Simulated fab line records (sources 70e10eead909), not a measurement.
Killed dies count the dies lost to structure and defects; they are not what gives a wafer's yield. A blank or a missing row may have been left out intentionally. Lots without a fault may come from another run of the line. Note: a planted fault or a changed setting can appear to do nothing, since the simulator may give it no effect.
Struck lot and sound lot, side by side | flow nand_harc | 28 out of 1302 route steps
Sound: wafers L296.1, L296.3, L296.4. Struck: wafer L302.4 (left out: L302.3, L302.6 of the same lot, which were not struck); the cause appears at the end.
Each step with rows lists, per side, the tool, then ch with its chambers, then its first start. Under that, the readings that differ: sound wafers | struck wafers | difference of the means | sigmas: that difference in standard deviations of wafers without a fault.
alike: words and numbers the same on both sides, and readings whose means are apart by under 2 such deviations; not compared: readings that were withheld, readings missing a value for some wafer, numbers with overlapping values and no deviation given by the record, and bounds like >300 which may hide the same value.
Wherever a step has rows on one side only, a row that says differs or no value, or a row with sigmas, the two part there. Non-overlapping numbers with no deviation appear without sigmas and do not part them. Lack of a reading on every wafer of one side parts them only where that side has two or more wafers.

NHARC_A_CONTACT_ETCH_122: etches the open film in C4F8/O2/Ar, time 190 s, target depth 1850 nm.
  sound on har_cap_etch-01 ch 0,1, day 24 05:03; struck on har_cap_etch-02 ch 1, day 26 19:25
  not compared: rf_hours_counter_h
NHARC_A_CONTACT_ETCH_123: etches the open film in C4F8/O2/Ar, time 490 s, target depth 2110 nm.
  sound on har_cap_etch-01 ch 0,1, day 24 05:13; struck on har_cap_etch-02 ch 1, day 26 19:42
  not compared: rf_hours_counter_h
then, 1 step without rows for these wafers: NHARC_A_CONTACT_ETCH_90 (etches the open film in CH3F/O2, target depth 40 nm, time 85.7 s).
NHARC_A_CONTACT_ETCH_96: etches the open film in C4F6/O2, target depth 20 nm, time 10 s.
  sound on rie_diel-11 ch 0,1,3; struck on rie_diel-11 ch 3, day 26 20:40
  reading               | sound             | struck | difference | sigmas
  oes_product_au (a.u.) | 0.962 0.949 0.948 | 1.018  | +0.065     | +2
  alike: drypump_motor_current_A, rf_vpp_V, showerhead_plenum_p_Torr, throttle_valve_pct
  not compared: rf_hours_counter_h
NHARC_A_CONTACT_CD_MEAS_53:
  struck on cd_sem-03, day 26 20:46; sound on cd_sem-01, day 24 06:25
  alike: cd_nm
then, 6 steps without rows for these wafers: NHARC_A_CONTACT_STRIP_99 (strips in N2/H2); NHARC_A_CONTACT_STRIP_100 (strips in CF4/CHF3); NHARC_A_CONTACT_STRIP_101 (strips in O2/COS); NHARC_A_CONTACT_ETCH_102 (etches the open film in CF4/O2, target depth 100 nm, overetch 10 nm, time 55 s); NHARC_A_CONTACT_STRIP_55 (strips in O2); NHARC_A_CONTACT_STRIP_56 (strips in post etch residue remover, time 600 s).
NHARC_A_CONTACT_DEP_57: deposits aC, target thk 5300 nm.
  sound on acl_dep-03 ch 0, day 24 10:04; struck on acl_dep-01 ch 0, day 27 01:52
  alike: throttle_valve_pct
NHARC_A_CONTACT_DEP_58: deposits SiON, target thk 90 nm.
  sound on pecvd-02 ch 0,2, day 24 13:18; struck on pecvd-04 ch 2, day 27 04:05
  alike: heater_power_w
then, 10 steps without rows for these wafers: NHARC_A_CONTACT_DEHYDRATE_59 (time 120 s); NHARC_A_CONTACT_HMDS_60 (time 30 s); NHARC_A_CONTACT_COAT_61 (time 75 s); NHARC_A_CONTACT_COAT_62 (time 65 s); NHARC_A_CONTACT_COAT_63 (resist thk 90 nm); NHARC_A_CONTACT_SOFTBAKE_64 (time 55 s); NHARC_A_CONTACT_EBR_65; NHARC_A_CONTACT_EXPOSE_66 (exposes mask A CC 2); NHARC_A_CONTACT_PEB_67 (peb time 65 s); NHARC_A_CONTACT_DEVELOP_68 (develop time 35 s).
NHARC_A_CONTACT_CD_MEAS_69: target cd 300 nm.
  sound on cd_sem-01 ch 0, day 24 14:02; struck on cd_sem-01 ch 0, day 27 04:47
  reading    | sound             | struck | difference | sigmas
  cd_nm (nm) | 299.9 300.3 299.7 | 301.3  | +1.3       | +2
NHARC_A_CONTACT_OVL_MEAS_70:
  struck on overlay-01, day 27 04:52; sound on overlay-01, day 24 14:07
  reading           | sound       | struck | difference | sigmas
  overlay_x_nm (nm) | 0.8 0.1 0.6 | -1.3   | -1.8       | -2
  alike: overlay_y_nm
NHARC_A_CONTACT_INSPECT_71:
  struck on defect_inspect-01, day 27 04:54; sound on defect_inspect-01, day 24 14:09
  reading          | sound    | struck | difference | sigmas
  raw_defect_count | 61 64 71 | 525    | +460       | +12
NHARC_A_CONTACT_DESCUM_74: chemistry O2, time 3 s.
  sound on rie_diel-11 ch 0,1,2, day 24 14:13; struck on rie_diel-11 ch 2, day 27 04:59
  alike: drypump_motor_current_A, oes_product_au, rf_vpp_V, showerhead_plenum_p_Torr, throttle_valve_pct
  not compared: rf_hours_counter_h
-- break in the record here, with 3 days between the starts of the struck wafers on either side (left off in module A_CONTACT, picked up again in module END, where the first step shown is number 1302 on the route) --
NHARC_END_SORT_01:
  sound on prober-01 ch 0, day 27 03:39; struck on prober-02 ch 0, day 29 21:07
  alike: killed_at_array, killed_at_other, killed_at_periphery, killed_dies, killed_open, killed_short

WHERE THEY PART
At NHARC_A_CONTACT_ETCH_96 first; at NHARC_A_CONTACT_INSPECT_71 last (within this record only). Later steps at which nothing parts them and some readings are alike: NHARC_A_CONTACT_DESCUM_74, NHARC_END_SORT_01.

WHY: the cause the simulator had injected
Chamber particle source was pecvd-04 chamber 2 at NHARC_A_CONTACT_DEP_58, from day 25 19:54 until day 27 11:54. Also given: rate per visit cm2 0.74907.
